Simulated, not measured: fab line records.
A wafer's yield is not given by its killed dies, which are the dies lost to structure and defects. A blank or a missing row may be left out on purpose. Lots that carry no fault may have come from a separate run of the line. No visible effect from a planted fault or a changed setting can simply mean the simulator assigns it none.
Comparing a struck lot with a sound one | flow n5-finfet | 34 out of 1938 route steps
Sound: these wafers, L378.2, L378.5, L378.6. Wafers struck: L377.1, L377.4, L377.6. The cause comes at the end.
At each step with rows: each side's tool, then ch and its chambers, then its first start. Under that, the readings that differ: sound wafers | struck wafers | difference of the means | sigmas: that difference in standard deviations of wafers without a fault.
alike: readings whose means differ by less than 2 such deviations, and words and numbers that are the same on both sides. not compared: withheld readings, readings that some wafer has no value for, bounds like >300 that may hide the same value, and numbers for which the record gives no deviation and whose values overlap.
Wherever a step has rows on one side only, a row that says differs or no value, or a row with sigmas, the two part there. When numbers do not overlap yet have no deviation, they are printed without sigmas and do not part them. Lack of a reading on every wafer of one side parts them only where that side has two or more wafers.

first, 9 steps without rows for these wafers: N5_SD_EPI_P_DEVELOP_08 (develop time 30 s); N5_SD_EPI_P_DESCUM_14 (chemistry O2, time 7.9 s); N5_SD_EPI_P_ETCH_36 (etches SiARC in CF4, target depth 45.5 nm, time 75.8 s); N5_SD_EPI_P_ETCH_37 (etches SOC in N2/H2, overetch 108 nm, time 486 s); N5_SD_EPI_P_STRIP_38 (strips in N2/H2); N5_SD_EPI_P_ETCHBACK_46 (etches SiNx in CH3F/O2, stops on SiO2, target depth 17.5 nm); N5_SD_EPI_P_ETCH_47 (etches SiOCN in CH3F/O2, target depth 25 nm); N5_SD_EPI_P_ETCH_16 (etches SiO2 in CHF3/O2, target depth 5 nm); N5_SD_EPI_P_STRIP_50 (strips in CHF3/O2).
N5_SD_EPI_P_SD_RECESS_17: chemistry HBr/Cl2/O2, target depth 39.1 nm, bt time 3 s.
  sound on rie-si-02 ch 2,3, day 7 03:05; struck on rie-si-06 ch 0,2,3, day 6 21:06
  reading                              | sound             | struck            | difference | sigmas
  oes-product-au (a.u.)                | 0.994 0.985 0.988 | 1.012 1.016 1.018 | +0.026     | +2
  model.etch.depth-nm (nm)             | 38.9 38.39 38.98  | 30.24 30.25 29.72 | -8.69      |
  model.SD_EPI_P.feature-depth-nm (nm) | 39 38.4 39        | 30.2 30.2 29.8    | -8.7       |
  alike: drypump-motor-current-A, oes_o_777_au, throttle-valve-pct
  not compared: rf-hours-counter-h
then, 22 steps without rows for these wafers: N5_SD_EPI_P_WET_ETCH_45 (etches SiO2 in dHF, time 10.7 s, target depth 2 nm, rinse time 30 s); N5_SD_EPI_P_STRIP_40 (strips in N2/H2); N5_SD_EPI_P_PRECLEAN_52 (cleans in O3/DIW, time 60 s); N5_SD_EPI_P_SRD_20 (time 30 s); N5_SD_EPI_P_PRECLEAN_51 (cleans in NF3:NH3, afs cycles 1, time 20 s, sublimation time 60 s); N5_SD_EPI_P_VAPOR_ETCH_44 (etches SiGe30 in NF3/Ar, time 3.3 s); N5_SD_EPI_P_EPI_21 (deposits SiGe:B, time 355 s); N5_SD_EPI_P_HM_STRIP_48 (strips SiNx in H3PO4, material SiNx, target depth 3 nm); N5_SD_EPI_P_SRD_49 (time 30 s); N5_SD_EPI_P_PRECLEAN_24 (cleans in O3/DIW, time 45 s); N5_SD_EPI_P_PRECLEAN_32 (cleans in dHF, time 10 s); N5_SD_EPI_P_PRECLEAN_33 (cleans in SC2, time 45 s); N5_SD_EPI_P_SRD_25 (time 30 s); N5_SD_ACTIVATION_RTA_00 (time 0 s); N5_SD_ACTIVATION_LSA_01 (time 0.0008 s); N5_ILD0_LINER_00 (material SiNx, target thk 4 nm, pulse time 1 s, purge time 2 s); N5_ILD0_FCVD_FILL_01 (material SiO2 flowable, target thk 200 nm, time 328.3 s); N5_ILD0_CURE_02 (time 1800 s); N5_ILD0_CMP_03 (polishes, stops on SiNx, t overpolish 1.9 s, target thk 197.38 nm); N5_ILD0_CMP_07 (polishes SiO2 flowable, stops on poly-Si, t overpolish 1.18 s, target thk 138.88 nm); N5_ILD0_PRECLEAN_10 (cleans in NF3:NH3, afs cycles 5, time 20 s, sublimation time 60 s); N5_ILD0_ALD_15 (deposits SiNx, target thk 24 nm, pulse time 1 s, ald cycles 480).
-- the record jumps here: 6 days lie between the struck wafers' starts before and after (it left off in module ILD0 and takes up again in module BEOL_M4, whose first step shown is number 1111 of the route) --
N5_BEOL_M4_RC_MEAS_101:
  sound on prober-02 ch 0, day 13 06:44; struck on prober-02 ch 0, day 12 18:31
  reading             | sound                    | struck                  | difference | sigmas
  CJ_P                | 5.62 6.01 5.69           | 3.76 3.89 3.68          | -2.00      | -9
  IOFF_P_LONG (nA/um) | 9.9e-05 0.000105 9.9e-05 | 8.1e-05 8.2e-05 8.2e-05 | -1.9e-05   | -2
  ION_P (uA/um)       | 457 458 468              | 409 411 413             | -50        | -7
  REXT_P (ohm.um)     | 99.0 100.0 98.2          | 108.0 106.8 108.7       | +8.8       | +4
  alike: DIBL_N, DIBL_P, IOFF_N, IOFF_P, ION_N, SS_N, SS_P, VT_N, VT_P, VT_P_LVT
-- here the record skips 5 days between the struck wafers' starts before and after, leaving off in module BEOL_M4 and picking up in module PASSIVATION (first step shown: number 1936 of the route) --
N5_PASSIVATION_PROBE_49:
  record: rows for the struck wafers here (prober-01, day 17 08:02), none for the sound ones

== WHERE THEY PART ==
Earliest at N5_SD_EPI_P_SD_RECESS_17; latest, in this record, at N5_PASSIVATION_PROBE_49.

WHY: what the simulator had put in
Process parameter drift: rie-si-06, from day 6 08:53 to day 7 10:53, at N5_SD_EPI_P_SD_RECESS_17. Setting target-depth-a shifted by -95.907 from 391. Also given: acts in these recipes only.
